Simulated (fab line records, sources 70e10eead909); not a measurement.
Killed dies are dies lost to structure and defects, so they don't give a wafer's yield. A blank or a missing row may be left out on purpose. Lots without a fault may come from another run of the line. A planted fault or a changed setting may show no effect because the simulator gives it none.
Chamber matching | flow nand_harc | NHARC_A_ONON_D2_DEP_33 on pecvd-01: 3 sister chambers
The step deposits SiO2, target thk 200 nm. 6 wafers are shown with their chamber, then 8 later ones without.

WAFERS WITH THEIR CHAMBER
wafer  | chamber | heater_power_w (W) | throttle_valve_pct (%)
L853.4 | 2       | 788                | 15.8
L853.6 | 0       | 475                | 15.6
L855.1 | 1       | 656                | 16.5
L855.4 | 1       | 667                | 16.3
L855.6 | 2       | 762                | 15.8
L858.1 | 0       | 438                | 15.5

WAFERS WITHOUT THEIR CHAMBER
wafer  | heater_power_w (W) | throttle_valve_pct (%)
L858.2 | 667                | 16.5
L858.6 | 685                | 16.3
L859.2 | 471                | 15.9
L859.3 | 493                | 15.8
L859.5 | 487                | 15.9
L865.3 | 821                | 16.3
L865.4 | 434                | 15.9
L865.6 | 656                | 16.7

WHICH CHAMBER EACH WENT THROUGH
wafer  | from the rows above | in truth
L858.2 | 1                   | 1
L858.6 | 1                   | 1
L859.2 | 0                   | 0
L859.3 | 0                   | 0
L859.5 | 0                   | 0
L865.3 | 2                   | 2
L865.4 | 0                   | 0
L865.6 | 1                   | 1
Placed correctly: 8 of 8. Can't be placed from these rows: 0. Placed wrongly: 0.
How it was worked out, from the rows above alone: a wafer's distance from a chamber is the root of the sum, over the readings, of the square of ((its reading less the chamber's mean) divided by the reading's scatter). The wafer belongs to the nearest chamber; if the next one is less than 2 further off, it can't be placed. A chamber's mean is the mean of its shown wafers. The scatter: the root of (the sum of the squares of (reading less its chamber's mean) over the shown wafers, divided by (wafers less chambers)).
